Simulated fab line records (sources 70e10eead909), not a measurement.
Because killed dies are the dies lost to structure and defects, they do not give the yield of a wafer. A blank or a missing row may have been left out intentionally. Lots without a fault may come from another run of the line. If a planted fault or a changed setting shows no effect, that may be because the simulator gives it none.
Code-filled problem report in 8D (eight disciplines) form -- flow nand_harc -- the parts of the form that need people (team, actions taken, sign-off) are left out

## 1. THE ISSUE
Wafers without a fault read 1001 nm, standard deviation 10; thk_nm at NHARC_A_ONON_D1_THK_MEAS_18 reads a mean of 958 nm on 3 wafers belonging to 2 lots. Measured from the usual mean, that is -4.3 standard deviations.
The step: measures by ellipsometry.
The first sign was on wafer L334.3 at day 17 04:58, on film_metro-01. At this step, 36 wafers from 12 lots have a number in the record. The rule behind "out" and "out of limits": a value lying over 4 standard deviations away from the usual mean. The rest of the wafers with a number are treated as sound.

## 2. WHAT IT IS AND WHAT IT IS NOT
question,is,is not
which readings at this step,thk_nm,-
which lots,"L334, L335","L314, L315, L317, L318, L321, L323, L324, L325, L326, L329"
which wafers of those lots,"L334.3, L334.5, L335.3","L334.2, L335.1, L335.2"
read on which gauges,"film_metro-01, film_metro-02",-
when,from day 17 04:58,up to then (31 sound wafers); but 2 sound wafers of L335 came after

## 3. WHAT RULES OUT EACH SUSPECT
Counting: any tool at a process step up to the reading remains a suspect provided it ran every lot that is out. Sound lots after the first of them don't rule it out here, since some wafers of a struck lot are sound.
- the gauge at NHARC_A_ONON_D1_THK_MEAS_18 is ruled out. 2 gauges (film_metro-01, film_metro-02) read the wafers that are out.
- rie_diel-07 at NHARC_A_ZERO_WELL_ETCH_19 (etches the open film in N2/H2, target depth 80 nm, overetch 24 nm, time 87.88 s): kept. It ran every lot that is out, first L334 (day 15 21:39); its last sound lot up to then is L329 (day 13 18:53).
- pecvd_onon-03 at NHARC_A_ONON_D1_DEP_16 (target thk 1000 nm): kept. It ran every lot that is out, first L334 (day 17 04:31); its last sound lot up to then is L329 (day 15 06:27).
The count leaves pecvd_onon-03 at NHARC_A_ONON_D1_DEP_16 and rie_diel-07 at NHARC_A_ZERO_WELL_ETCH_19.

## 4. THE CAUSE (what the simulator had put in)
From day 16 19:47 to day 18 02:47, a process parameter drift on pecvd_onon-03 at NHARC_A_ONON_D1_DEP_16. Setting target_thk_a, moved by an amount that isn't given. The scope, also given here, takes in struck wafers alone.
Counting leaves 2 suspects; this tool is one of them.

## 5. SEQUENCE OF EFFECTS, ordered by route
Each row: a reading where the mean over the struck wafers with a number is more than 3 standard deviations away from the usual. Only readings whose record carries a usual standard deviation are examined. hours: median over the lots of the time between each lot's start at the first step of this table that gives one and its start at this step. sigmas: the change, counted in usual standard deviations.
hours,step,reading,usual,on struck wafers,change,sigmas
0,NHARC_A_ONON_D1_THK_MEAS_18,thk_nm,1001 nm,958,-43,-4.3
386,NHARC_END_SORT_01,killed_at_array,54,672,+618,+36
386,NHARC_END_SORT_01,killed_dies,58,677,+619,+39

## 6. HOW IT WOULD HAVE BEEN CAUGHT EARLIER
Counted from the fault's start at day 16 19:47, it took 9 hours until the first out-of-limits reading at a measuring or inspecting step in this record, taken at day 17 04:58.
L335, from the lots that are out (2), started NHARC_A_ONON_D1_DEP_16 on pecvd_onon-03 later than day 17 04:58. A hold on the tool at that time would have spared it.
